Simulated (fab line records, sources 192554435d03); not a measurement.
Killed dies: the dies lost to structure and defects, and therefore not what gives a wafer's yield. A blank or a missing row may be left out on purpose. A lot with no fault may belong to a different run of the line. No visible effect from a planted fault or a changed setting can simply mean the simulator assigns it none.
Struck lot and sound lot, side by side || flow n5 finfet || 15 steps out of a route of 1938
Sound: these wafers, L503.2, L503.5, L503.6. Struck: wafers L516.4, L516.6 (left out: L516.2, a lot-mate that was not struck); the cause follows at the end.
For every step that has rows: the tool of each side, followed by ch and its chambers, followed by its first start. Under that, the readings that differ: sound wafers || struck wafers || difference of the means || sigmas: that difference in standard deviations of wafers without a fault.
alike: readings with means less than 2 such deviations apart, plus words and numbers identical on both sides. not compared: withheld readings, readings lacking a value on some wafer, bounds such as >300 that could conceal the same value, and numbers that have no deviation in the record and whose values overlap.
The two part at a step that has a row with sigmas, a row that says differs or no value, or rows on one side only. When numbers do not overlap yet have no deviation, they are printed without sigmas and do not part them. Lack of a reading on every wafer of one side parts them only where that side has two or more wafers.

N5_MOL_CONTACT_COAG_CD_MEAS_08: target cd 28 nm.
  sound on cd sem-01 ch 0, day 6 10:42; struck on cd sem-01 ch 0, day 9 17:05
  alike: cd nm
N5_MOL_CONTACT_COAG_OVL_MEAS_09:
  sound on overlay-01 ch 0, day 6 10:44; struck on overlay-02 ch 0, day 9 17:07
  alike: CA_OVL
N5_MOL_CONTACT_COAG_INSPECT_10: inspects for defects (brightfield).
  sound: defect inspect-01 at day 6 10:47; struck: defect inspect-02 at day 9 17:11
  alike: raw defect count
N5_MOL_CONTACT_COAG_DESCUM_13: chemistry O2, time 7 s.
  sound on rie diel-01 ch 0,3, day 6 10:50; struck on rie diel-06 ch 0,1, day 9 17:13
  alike: bias power w, drypump motor current A, oes product au, rf vpp V, showerhead plenum p Torr, throttle valve pct
  not compared: rf hours counter h
then, 2 steps without rows for these wafers: N5_MOL_CONTACT_COAG_ETCH_59 (etches underlayer in N2/H2, target depth 13 nm, time 10.4 s); N5_MOL_CONTACT_COAG_ETCH_105 (etches SiARC in CF4, target depth 15.6 nm, time 26 s).
N5_MOL_CONTACT_COAG_ETCH_106: etches SOC in N2/H2, target depth 80 nm, overetch 16 nm, time 120 s.
  sound on rie diel-01 ch 0,3, day 6 10:55; struck on rie diel-06 ch 0,1, day 9 17:17
  alike: drypump motor current A, oes product au, rf vpp V, showerhead plenum p Torr, throttle valve pct
  not compared: rf hours counter h
then, 2 steps without rows for these wafers: N5_MOL_CONTACT_COAG_STRIP_107 (strips in N2/H2); N5_MOL_CONTACT_COAG_STRIP_108 (strips in N2/H2).
N5_MOL_CONTACT_COAG_CONTACT_ETCH_14: etches SiO2 in C4F6/O2, target depth 27.5 nm, overetch 8.5 nm, time 20 s.
  sound on rie diel-01 ch 0,3, day 6 11:01; struck on rie diel-06 ch 0,1, day 9 17:23
  alike: drypump motor current A, oes product au, rf vpp V, showerhead plenum p Torr, throttle valve pct
  not compared: rf hours counter h
then, 1 step without rows for these wafers: N5_MOL_CONTACT_COAG_STRIP_109 (strips in C4F6/O2).
N5_MOL_CONTACT_COAG_ETCH_15: etches SiNx in CH3F/O2, stops on Si:P, target depth 7 nm.
  sound on rie diel-01 ch 0,3, day 6 11:02; struck on rie diel-06 ch 0,1, day 9 17:26
{"reading": "rf vpp V (V)", "sound": "286 286 298", "struck": "303 305", "difference": "+14", "sigmas": "+2"}
  alike: drypump motor current A, oes product au, showerhead plenum p Torr, throttle valve pct
  not compared: rf hours counter h
N5_MOL_CONTACT_COAG_ETCH_110: etches Si in CF4/O2, target depth 2.5 nm, time 8 s.
  sound on rie diel-01 ch 0,3, day 6 11:06; struck on rie diel-06 ch 0,1, day 9 17:29
{"reading": "rf vpp V (V)", "sound": "123.5 122.3 128.8", "struck": "129.7 132.7", "difference": "+6.3", "sigmas": "+2"}
{"reading": "model.etch.depth nm (nm)", "sound": "2.499 2.523 2.441", "struck": "1.863 1.849", "difference": -0.632, "sigmas": ""}
{"reading": "model.SOC_of_MOL_CONTACT_COAG_COAT_103.thk nm (nm)", "sound": "73.4 73.2 73.4", "struck": "74 73.8", "difference": "+1", "sigmas": ""}
  alike: drypump motor current A, oes product au, showerhead plenum p Torr, throttle valve pct
  not compared: rf hours counter h
N5_MOL_CONTACT_COAG_STRIP_98: strips in N2/H2.
  sound on rie diel-01 ch 0,3, day 6 11:09; struck on rie diel-06 ch 0,1, day 9 17:32
  alike: bias power w, drypump motor current A, oes product au, rf vpp V, showerhead plenum p Torr, throttle valve pct
  not compared: rf hours counter h
-- here the record skips 3 days between the struck wafers' starts before and after, leaving off in module MOL_CONTACT_COAG and picking up in module BEOL_M4 (first step shown: number 1111 of the route) --
N5_BEOL_M4_RC_MEAS_101:
  sound on prober-01 ch 0, day 9 23:57; struck on prober-02 ch 0, day 12 19:56
{"reading": "VT_P (mV)", "sound": "-256 -253 -255", "struck": "-247 -245", "difference": "+9", "sigmas": "+3"}
  alike: DIBL_N, DIBL_P, IOFF_N, IOFF_P, ION_N, ION_P, SS_N, SS_P, VT_N

== WHERE THEY PART ==
Last at N5_BEOL_M4_RC_MEAS_101 as far as this record goes, first at N5_MOL_CONTACT_COAG_ETCH_15.

WHY: what had been put in by the simulator
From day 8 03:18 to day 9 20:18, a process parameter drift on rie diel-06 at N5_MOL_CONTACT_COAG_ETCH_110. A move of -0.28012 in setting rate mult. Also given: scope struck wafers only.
